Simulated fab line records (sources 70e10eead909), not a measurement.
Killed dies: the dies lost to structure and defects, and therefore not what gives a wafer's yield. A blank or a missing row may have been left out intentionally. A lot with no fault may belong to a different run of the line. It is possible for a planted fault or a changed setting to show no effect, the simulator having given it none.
A lot that was struck, set against a sound lot / flow nandHarc / 14 steps out of a route of 1159
Sound: wafers L968.1, L968.2, L968.6. Struck: wafers L976.2, L976.3, L976.6. At the end, the cause is stated.
Per side, at each step with rows, come the tool, then ch with its chambers, and then its first start. Under that, the readings that differ: sound wafers / struck wafers / difference of the means / sigmas: that difference in standard deviations of wafers without a fault.
alike: a reading whose means differ by less than 2 such deviations, as well as words and numbers matching on both sides. not compared: withheld readings; readings where some wafer has no value; bounds like >300 that might hide an equal value; numbers whose values overlap and for which the record gives no deviation.
Wherever a step has rows on one side only, a row that says differs or no value, or a row with sigmas, the two part there. Non-overlapping numbers with no deviation appear without sigmas and do not part them. A reading that every wafer of one side lacks parts them only if that side has two wafers or more.

NHARC_P_GATE_INSPECT_28:
  sound on defectInspect-02, day 6 21:00; struck on defectInspect-01, day 8 16:17
  alike: rawDefectCount
then, 1 step without rows for these wafers: NHARC_P_GATE_DESCUM_31 (chemistry O2, time 3 s).
NHARC_P_GATE_ETCH_104: etches the open film in CF4/CHF3, target depth 60 nm.
  sound on rieDiel-04 ch 2,3, day 6 21:13; struck on rieDiel-03 ch 1,2,3, day 8 16:27
  alike: drypumpMotorCurrentA, oesProductAu, rfVppV, showerheadPlenumPTorr, throttleValvePct
NHARC_P_GATE_HM_OPEN_105: chemistry O2/COS, target depth 360 nm.
  sound on rieDiel-04 ch 0,2; struck on rieDiel-03 ch 1,2,3
  alike: drypumpMotorCurrentA, o2FlowSccm, oesProductAu, rfVppV, showerheadPlenumPTorr, throttleValvePct
  not compared: rfHoursCounterH
then, 1 step without rows for these wafers: NHARC_P_GATE_STRIP_106 (strips in O2/COS).
NHARC_P_GATE_ETCH_114: etches the open film in CF4/O2, target depth 30 nm, overetch 3 nm, time 16.5 s.
  sound on rieDiel-04 ch 0,2,3; struck on rieDiel-03 ch 1,3
  alike: drypumpMotorCurrentA, o2FlowSccm, oesProductAu, rfVppV, showerheadPlenumPTorr, throttleValvePct
  not compared: rfHoursCounterH
NHARC_P_GATE_ETCH_32: etches the open film in HBr/Cl2, target depth 150 nm, time 100.1 s.
  sound on rieSi-04 ch 0,1,3, day 6 21:47; struck on rieSi-05 ch 0,2,3, day 8 16:52
  alike: drypumpMotorCurrentA, heBacksideLeakSccm, oesProductAu, throttleValvePct
  not compared: rfHoursCounterH
then, 1 step without rows for these wafers: NHARC_P_GATE_STRIP_108 (strips in O2).
NHARC_P_GATE_CD_MEAS_33:
  sound on cdSem-03, day 6 22:08; struck on cdSem-03, day 8 17:12
  alike: cdNm
then, 3 steps without rows for these wafers: NHARC_P_GATE_STRIP_35 (strips in SPM, time 600 s); NHARC_P_GATE_PRECLEAN_73 (cleans in SC1); NHARC_P_GATE_SRD_74.
NHARC_P_GATE_ALD_36: deposits SiNx, target thk 20 nm, pulse time 60 s, ald cycles 223.
  sound on aldSin-03 ch 0,1, day 7 00:01; struck on aldSin-02 ch 0,1, day 8 17:39
reading=aldCycles; sound=223 223 223; struck=247 247 247; difference=+24; sigmas=
  alike: heaterPowerW, precursorPulseHeightRel
NHARC_P_GATE_ETCHBACK_37: etches the open film in CHF3/O2, target depth 34.5 nm, time 17.2 s.
  sound on rieDiel-03 ch 0,2; struck on rieDiel-03 ch 1,2,3
  alike: drypumpMotorCurrentA, o2FlowSccm, oesProductAu, rfVppV, showerheadPlenumPTorr, throttleValvePct
  not compared: rfHoursCounterH

## WHERE THEY PART
Nowhere in this record.

WHY: the cause the simulator had injected
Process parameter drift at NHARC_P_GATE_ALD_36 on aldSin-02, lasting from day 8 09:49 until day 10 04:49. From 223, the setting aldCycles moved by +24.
